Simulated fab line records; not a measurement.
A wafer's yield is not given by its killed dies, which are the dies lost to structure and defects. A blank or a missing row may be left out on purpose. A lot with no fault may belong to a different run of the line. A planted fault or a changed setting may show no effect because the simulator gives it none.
Struck lot and sound lot, side by side -- flow n5 finfet -- 40 steps out of a route of 1938
Sound: wafers L608.2, L608.4, L608.6. Struck: wafer L613.3. (L613.2, L613.5 of the same lot were not struck and are left out.) The cause comes at the end.
Per side, at each step with rows, come the tool, then ch with its chambers, and then its first start. Under that, the readings that differ: sound wafers -- struck wafers -- difference of the means -- sigmas: that difference in standard deviations of wafers without a fault.
alike: a reading whose means differ by less than 2 such deviations, as well as words and numbers matching on both sides. not compared: withheld readings; readings where some wafer has no value; bounds like >300 that might hide an equal value; numbers whose values overlap and for which the record gives no deviation.
Wherever a step has rows on one side only, a row that says differs or no value, or a row with sigmas, the two part there. Non-overlapping numbers with no deviation appear without sigmas and do not part them. A reading missing from all wafers of one side parts the sides only when that side holds two or more wafers.

first, 9 steps without rows for these wafers: N5_MOL_CONTACT_COAG_CVD_140 (deposits W, target thk 66.5 nm, time 215 s); N5_MOL_CONTACT_COAG_PRECLEAN_127 (cleans in DIW, time 57.5 s); N5_MOL_CONTACT_COAG_SRD_128 (dry time 32 s); N5_MOL_CONTACT_COAG_CMP_52 (polishes, stops on SiO2, t overpolish 1.5 s, target thk 66.5 nm); N5_MOL_CONTACT_COAG_ANNEAL_112 (time 1800 s); N5_BEOL_M0_SAQP_PECVD_00 (deposits SiCN from 3MS/NH3, target thk 8 nm, time 14 s); N5_BEOL_M0_SAQP_ILD_DEP_01 (deposits SiOC from DEMS/O2, target thk 45.419 nm, time 8.7 s); N5_BEOL_M0_SAQP_HM_DEP_02 (deposits TiN, target thk 12 nm); N5_BEOL_M0_SAQP_PECVD_03 (deposits SiCN from 3MS/NH3, target thk 12 nm, time 21.1 s).
N5_BEOL_M0_SAQP_PECVD_96: deposits a-Si from SiH4/He, target thk 45 nm, time 45.2 s.
  sound on pecvd-04 ch 0,1, day 6 07:00; struck on pecvd-04 ch 0, day 8 11:01
reading,sound,struck,difference,sigmas
run length s (s),80.7 80.9 81.0,118.0,+37.1,+69
model.a-Si_of_BEOL_M0_SAQP_PECVD_96.thk nm (nm),44.6 45.4 45.2,81,+36,
  alike: heater power w, showerhead plenum p Torr, throttle valve pct
  not compared: since wet clean h
then, 25 steps without rows for these wafers: N5_BEOL_M0_SAQP_PECVD_97 (deposits SiNx from SiH4/NH3/N2, target thk 23 nm, time 19.9 s); N5_BEOL_M0_SAQP_PECVD_04 (deposits a-Si from SiH4/He, target thk 60 nm, time 60.2 s); N5_BEOL_M0_SAQP_HM_DEP_111 (deposits SiO2 from SiH4/N2O, target thk 12 nm, time 7.2 s); N5_BEOL_M0_SAQP_COAT_81 (time 60 s, resist thk 100 nm); N5_BEOL_M0_SAQP_COAT_82 (time 60 s, resist thk 30 nm); N5_BEOL_M0_SAQP_COAT_08 (resist thk 90 nm); N5_BEOL_M0_SAQP_EBR_10; N5_BEOL_M0_SAQP_SOFTBAKE_09 (time 60 s); N5_BEOL_M0_SAQP_EXPOSE_11 (exposes mask M0 CORE, target cd 42 nm); N5_BEOL_M0_SAQP_PEB_12 (peb time 60 s); N5_BEOL_M0_SAQP_DEVELOP_13 (develop time 30 s); N5_BEOL_M0_SAQP_DESCUM_19 (chemistry O2, time 7.9 s); N5_BEOL_M0_SAQP_ETCH_83 (etches SiARC in CF4, target depth 39 nm, time 65 s); N5_BEOL_M0_SAQP_ETCH_84 (etches SOC in N2/H2, target depth 100 nm, overetch 20 nm, time 150 s); N5_BEOL_M0_SAQP_STRIP_80 (strips in N2/H2); N5_BEOL_M0_SAQP_HM_OPEN_112 (chemistry CHF3/O2, target SiO2, stops on a-Si, target depth 12 nm, time 13.5 s); N5_BEOL_M0_SAQP_STRIP_113 (strips in CHF3/O2); N5_BEOL_M0_SAQP_MANDREL_ETCH_20 (etches a-Si in HBr/Cl2, stops on SiNx, target depth 60 nm, bt time 10 s, time 30 s); N5_BEOL_M0_SAQP_STRIP_86 (strips in N2/H2); N5_BEOL_M0_SAQP_STRIP_115 (strips in post etch residue remover, time 60 s); N5_BEOL_M0_SAQP_SRD_93 (time 30 s); N5_BEOL_M0_SAQP_RECESS_114 (chemistry HF/NH3, target SiO2, target depth 14.4 nm, afs cycles 3, sublimation time 60 s); N5_BEOL_M0_SAQP_SPACER1_ALD_98 (deposits SiO2, target thk 12.8 nm, pulse time 1 s, purge time 2 s); N5_BEOL_M0_SAQP_SPACER1_ETCHBACK_99 (etches SiO2 in CHF3/O2, target depth 15.4 nm, time 7.7 s); N5_BEOL_M0_SAQP_MANDREL1_REMOVE_100 (chemistry HBr/Cl2/O2, target a-Si, stops on SiNx, bt time 10 s).
N5_BEOL_M0_SAQP_MANDREL_ETCH_103: etches a-Si in HBr/Cl2, stops on SiCN, target depth 45 nm, bt time 10 s, time 27 s.
  sound on rie si-05 ch 1,2,3, day 6 09:42; struck on rie si-05 ch 1, day 8 14:34
reading,sound,struck,difference,sigmas
oes product au (a.u.),0.678 0.679 0.662,0.991,+0.318,+26
model.etch.depth nm (nm),44.51 45.34 45.24,81,+36,
  alike: drypump motor current A, he backside leak sccm, throttle valve pct
  not compared: rf hours counter h
N5_BEOL_M0_SAQP_SPACER2_ETCHBACK_27: etches SiO2 in CHF3/O2, target depth 22.5 nm, time 11.25 s.
  sound on rie diel-02 ch 0,1,2, day 6 12:06; struck on rie diel-03 ch 0, day 8 15:58
reading,sound,struck,difference,sigmas
model.a-Si_of_BEOL_M0_SAQP_PECVD_96.thk nm (nm),42.4 43.2 43.2,78.8,+35.9,
  alike: drypump motor current A, oes product au, rf vpp V, showerhead plenum p Torr, throttle valve pct
  not compared: rf hours counter h
N5_BEOL_M0_SAQP_INSPECT_42: inspects for defects (brightfield).
  sound on defect inspect-02 at day 6 12:49; struck on defect inspect-01 at day 9 19:41
reading,sound,struck,difference,sigmas
raw defect count,259 274 270,1114,+846,+10
-- a jump in the record: the struck wafers' starts before and after are 2 days apart (it breaks off in module BEOL_M0_SAQP and resumes in module BEOL_M4, where the first step shown is number 1111 of the route) --
N5_BEOL_M4_RC_MEAS_101:
  sound on prober-02 ch 0, day 11 01:49; struck on prober-02 ch 0, day 12 01:27
  alike: DIBL_N, DIBL_P, IOFF_N, IOFF_P, ION_N, ION_P, SS_N, SS_P, VT_N, VT_P
-- the record jumps here: 4 days lie between the struck wafers' starts before and after (it left off in module BEOL_M4 and takes up again in module PASSIVATION, whose first step shown is number 1936 of the route) --
N5_PASSIVATION_PROBE_49:
  record: rows for the struck wafers here (prober-02, day 16 09:39), none for the sound ones

== WHERE THEY PART ==
At N5_BEOL_M0_SAQP_PECVD_96 first; at N5_PASSIVATION_PROBE_49 last (within this record only).

WHY: what the simulator had put in
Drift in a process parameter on pecvd-04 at N5_BEOL_M0_SAQP_PECVD_96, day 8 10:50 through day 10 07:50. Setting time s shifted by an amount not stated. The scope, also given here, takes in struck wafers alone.
